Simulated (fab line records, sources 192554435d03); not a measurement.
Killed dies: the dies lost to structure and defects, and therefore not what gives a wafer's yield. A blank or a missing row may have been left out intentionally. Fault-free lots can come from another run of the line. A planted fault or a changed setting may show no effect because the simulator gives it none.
Matching of chambers -- flow n5-finfet -- 4 sister chambers for N5_SD_EPI_P_SD_RECESS_17 on rie-si-04
The step chemistry HBr/Cl2/O2, target depth 39.1 nm, bt time 3 s. 4 wafers are shown with their chamber, then 8 later ones without.

WAFERS WITH THEIR CHAMBER
wafer,chamber,oes-product-au (a.u.)
L084.3,0,0.989
L087.4,2,1.005
L087.6,1,1.018
L089.2,3,0.999

WAFERS WITH NO CHAMBER GIVEN
wafer,oes-product-au (a.u.)
L089.4,1.014
L089.6,1.003
L093.3,1.010
L093.4,1.004
L093.5,0.989
L094.4,1.004
L094.5,1.014
L094.6,0.999

CHAMBER TAKEN BY EACH
wafer,from the rows above,in truth
L089.4,can't be placed: 1 or 2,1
L089.6,can't be placed: 2 or 3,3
L093.3,can't be placed: 2 or 1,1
L093.4,can't be placed: 2 or 3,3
L093.5,0,0
L094.4,can't be placed: 2 or 3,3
L094.5,can't be placed: 1 or 2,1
L094.6,3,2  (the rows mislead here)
Correct placement for 1 of the 8. Cannot be placed on the basis of these rows: 6; the candidates contain the true chamber in 6. 1 placed wrongly.
How it was worked out, from the rows above alone: a wafer's distance from a chamber is the root of the sum, over the readings, of the square of ((its reading less the chamber's mean) divided by the reading's scatter). The wafer belongs to the nearest chamber; if the next one is less than 2 further off, it can't be placed. Each chamber's mean is taken over the wafers shown for it. The scatter (one wafer shown for each chamber): square how far every hidden wafer sits from the nearest shown wafer, average those squares and take the square root.
